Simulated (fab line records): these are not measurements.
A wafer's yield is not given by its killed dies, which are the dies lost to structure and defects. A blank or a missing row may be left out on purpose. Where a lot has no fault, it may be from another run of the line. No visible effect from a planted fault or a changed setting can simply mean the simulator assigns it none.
Chamber matching | flow nand-harc | 4 sister chambers for NHARC_A_M1_ETCH_15 on rie-diel-08
The step etches the open film in C4F8/Ar, target depth 182.5 nm, time 91.2 s. 8 wafers are shown with their chamber, then 7 later ones without.

== WAFERS PAIRED WITH THEIR CHAMBERS ==
wafer  | chamber | rf-vpp-V (V) | rf-fwd-power-W (W)
L590.5 | 1       | 439.5        | 596.9
L600.2 | 1       | 441.4        | 594.2
L600.4 | 2       | 445.9        | 597.6
L604.1 | 0       | 440.5        | 592.8
L604.3 | 3       | 438.8        | 598.7
L604.6 | 0       | 441.4        | 591.9
L601.1 | 3       | 438.1        | 595.4
L601.3 | 2       | 443.7        | 596.6

== WAFERS WHOSE CHAMBER IS MISSING ==
wafer  | rf-vpp-V (V) | rf-fwd-power-W (W)
L601.6 | 442.0        | 598.3
L606.1 | 445.9        | 598.6
L606.3 | 443.0        | 596.6
L606.4 | 437.9        | 595.9
L608.2 | 439.7        | 594.2
L608.4 | 444.4        | 597.8
L608.5 | 437.7        | 596.8

== EACH ONE'S CHAMBER ==
wafer  | from the rows above               | in truth
L601.6 | can't be placed: 1 or 2 or 3 or 0 | 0
L606.1 | 2                                 | 2
L606.3 | can't be placed: 2 or 1 or 0      | 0
L606.4 | can't be placed: 3 or 1           | 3
L608.2 | can't be placed: 1 or 0 or 3      | 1
L608.4 | 2                                 | 2
L608.5 | can't be placed: 3 or 1           | 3
Placed correctly: 2 of 7. These rows do not allow placing 5 (true chamber among the candidates in 5). 0 placed wrongly.
How it was worked out, from the rows above alone: a wafer's distance from a chamber is the root of the sum, over the readings, of the square of ((its reading less the chamber's mean) divided by the reading's scatter). The wafer belongs to the nearest chamber; if the next one is less than 2 further off, it can't be placed. For every chamber, the mean is computed from those of its wafers that are shown. How the scatter is found: for the shown wafers, subtract from each reading the mean of its chamber, square and add these, divide the total by (wafers less chambers), then take the root.
